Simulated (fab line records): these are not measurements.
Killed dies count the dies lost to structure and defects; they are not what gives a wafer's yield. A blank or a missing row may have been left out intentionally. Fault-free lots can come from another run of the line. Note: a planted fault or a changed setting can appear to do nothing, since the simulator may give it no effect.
Matching of chambers | flow n5_finfet | 4 sister chambers for N5_BEOL_M0_SAQP_ETCH_101 on rie_diel-01
The step etches SiNx in CH3F/O2, target depth 29.9 nm, time 42.7 s. 16 wafers are shown with their chamber, then 8 later ones without.

== EACH WAFER AND ITS CHAMBER ==
wafer  | chamber | showerhead_plenum_p_Torr (Torr) | drypump_motor_current_A (A) | rf_vpp_V (V)
L074.1 | 0       | 1.97                            | 5.4                         | 293
L074.3 | 3       | 2.04                            | 6.0                         | 291
L074.5 | 0       | 1.97                            | 5.4                         | 295
L077.1 | 0       | 1.97                            | 5.4                         | 295
L077.4 | 1       | 1.90                            | 5.6                         | 293
L077.6 | 2       | 2.03                            | 5.7                         | 300
L078.4 | 2       | 2.03                            | 5.7                         | 299
L078.5 | 3       | 2.04                            | 6.1                         | 293
L078.6 | 1       | 1.90                            | 5.6                         | 295
L080.3 | 1       | 1.90                            | 5.7                         | 295
L080.4 | 2       | 2.03                            | 5.7                         | 299
L080.5 | 3       | 2.04                            | 6.1                         | 293
L082.1 | 1       | 1.89                            | 5.6                         | 294
L082.3 | 0       | 1.97                            | 5.4                         | 294
L082.6 | 0       | 1.97                            | 5.4                         | 294
L084.4 | 1       | 1.89                            | 5.6                         | 294

SIGNATURES, as means of the wafers listed above
reading                  | chamber 0 | chamber 1 | chamber 2 | chamber 3 | scatter within a chamber
showerhead_plenum_p_Torr | 1.9700    | 1.8960    | 2.0300    | 2.0400    | 0.00316
drypump_motor_current_A  | 5.400     | 5.620     | 5.700     | 6.067     | 0.035
rf_vpp_V                 | 294.20    | 294.20    | 299.33    | 292.33    | 0.863
Rule: a wafer lies at a distance from a chamber equal to the root of the sum of squares, over the readings, of (its reading less the chamber's mean, divided by the reading's scatter). If the next closest chamber is less than 2 further off than the closest, the wafer can't be placed; otherwise it belongs to the closest. The scatter: take each reading less its chamber's mean, square it, sum over the shown wafers, divide by the number of wafers less the number of chambers, and take the root.

== WAFERS WITHOUT THEIR CHAMBER ==
wafer  | showerhead_plenum_p_Torr (Torr) | drypump_motor_current_A (A) | rf_vpp_V (V)
L084.5 | 1.97                            | 5.4                         | 294
L084.6 | 1.89                            | 5.6                         | 295
L087.2 | 1.97                            | 5.4                         | 295
L087.4 | 2.02                            | 5.7                         | 299
L087.6 | 2.04                            | 6.1                         | 293
L092.1 | 2.02                            | 5.7                         | 300
L092.2 | 2.03                            | 6.1                         | 291
L092.5 | 2.03                            | 6.0                         | 292

== THE CHAMBER EACH PASSED THROUGH ==
wafer  | from the rows above | in truth
L084.5 | 0                   | 0
L084.6 | 1                   | 1
L087.2 | 0                   | 0
L087.4 | 2                   | 2
L087.6 | 3                   | 3
L092.1 | 2                   | 2
L092.2 | 3                   | 3
L092.5 | 3                   | 3
Correct placement for 8 of the 8. From these rows, 0 cannot be placed. 0 placed wrongly.
